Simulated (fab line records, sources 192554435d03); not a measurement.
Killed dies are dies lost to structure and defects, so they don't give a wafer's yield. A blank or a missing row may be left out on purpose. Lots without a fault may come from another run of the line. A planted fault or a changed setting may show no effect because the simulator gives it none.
A struck lot beside a sound one | flow n5_finfet | 13 steps out of a route of 1938
Sound: wafers L197.1, L197.3, L197.5. Struck: wafers L204.1, L204.4, L204.6. The cause comes at the end.
At each step with rows: each side's tool, then ch and its chambers, then its first start. Under that, the readings that differ: sound wafers | struck wafers | difference of the means | sigmas: that difference in standard deviations of wafers without a fault.
alike: readings whose means differ by less than 2 such deviations, and words and numbers that are the same on both sides. not compared: withheld readings, readings that some wafer has no value for, bounds like >300 that may hide the same value, and numbers for which the record gives no deviation and whose values overlap.
The two part at a step that has a row with sigmas, a row that says differs or no value, or rows on one side only. Numbers that don't overlap but have no deviation are shown without sigmas and don't part them. A reading that every wafer of one side lacks parts them only if that side has two wafers or more.

first, 10 steps without rows for these wafers: N5_MOL_CONTACT_COAG_DESCUM_13 (chemistry O2, time 7 s); N5_MOL_CONTACT_COAG_ETCH_59 (etches underlayer in N2/H2, target depth 13 nm, time 10.4 s); N5_MOL_CONTACT_COAG_ETCH_105 (etches SiARC in CF4, target depth 15.6 nm, time 26 s); N5_MOL_CONTACT_COAG_ETCH_106 (etches SOC in N2/H2, target depth 80 nm, overetch 16 nm, time 120 s); N5_MOL_CONTACT_COAG_STRIP_107 (strips in N2/H2); N5_MOL_CONTACT_COAG_STRIP_108 (strips in N2/H2); N5_MOL_CONTACT_COAG_CONTACT_ETCH_14 (etches SiO2 in C4F6/O2, target depth 27.5 nm, overetch 8.5 nm, time 20 s); N5_MOL_CONTACT_COAG_STRIP_109 (strips in C4F6/O2); N5_MOL_CONTACT_COAG_ETCH_15 (etches SiNx in CH3F/O2, stops on Si:P, target depth 7 nm); N5_MOL_CONTACT_COAG_ETCH_110 (etches Si in CF4/O2, target depth 2.5 nm, time 8 s).
N5_MOL_CONTACT_COAG_STRIP_98: strips in N2/H2.
  sound on rie_diel-01 ch 0,1,3, day 7 12:25; struck on rie_diel-04 ch 0,2, day 9 04:14
  no value came back on the struck wafers for any of 7 readings (bias_power_w (W), chamber_pressure_mTorr (mTorr) and others); on the sound wafers bias_power_w (W) reads 7.988 7.990 7.962
  reading                                            | sound | struck         | difference | sigmas
  model.SOC_of_MOL_CONTACT_COAG_COAT_103.thk_nm (nm) | 0 0 0 | 73.8 74.2 73.8 | +73.9      |
  not compared: rf_hours_counter_h
N5_BEOL_M4_RC_MEAS_101:
  the record has rows for the sound wafers here (prober-01 ch 0, day 11 11:11) and none for the struck ones
-- the record jumps here: 8 days lie between the struck wafers' starts before and after (it left off in module BEOL_M4 and takes up again in module PASSIVATION, whose first step shown is number 1936 of the route) --
N5_PASSIVATION_PROBE_49:
  sound on prober-02, day 15 21:25; struck on prober-01, day 17 03:59
  reading                  | sound          | struck         | difference | sigmas
  defect_limited_yield (%) | 91.5 93.6 91.7 | 0 0 0          | -92        | -66
  killed_at_contacts       | 14 14 24       | 1107 1102 1086 | +1081      | +99 or more
  killed_dies              | 100 76 98      | 1180 1180 1180 | +1089      | +68
  killed_on_rim            | 13 9 14        | 152 152 152    | +140       | +34
  sort_bin_5_function (%)  | 5.0 3.6 4.8    | 97.4 95.9 95.9 | +91.9      | +99 or more
  sort_n_pass              | 1080 1104 1082 | 0 0 0          | -1089      | -64
  sort_yield_pct (%)       | 91.5 93.6 91.7 | 0 0 0          | -92        | -62
  alike: killed_at_M0_to_M3, killed_at_M4_up, killed_at_front_end, killed_at_other, killed_open, killed_short, sort_bin_6_memory

WHERE THEY PART
First at N5_MOL_CONTACT_COAG_STRIP_98; last, within this record, at N5_PASSIVATION_PROBE_49.

WHY: what the simulator had put in
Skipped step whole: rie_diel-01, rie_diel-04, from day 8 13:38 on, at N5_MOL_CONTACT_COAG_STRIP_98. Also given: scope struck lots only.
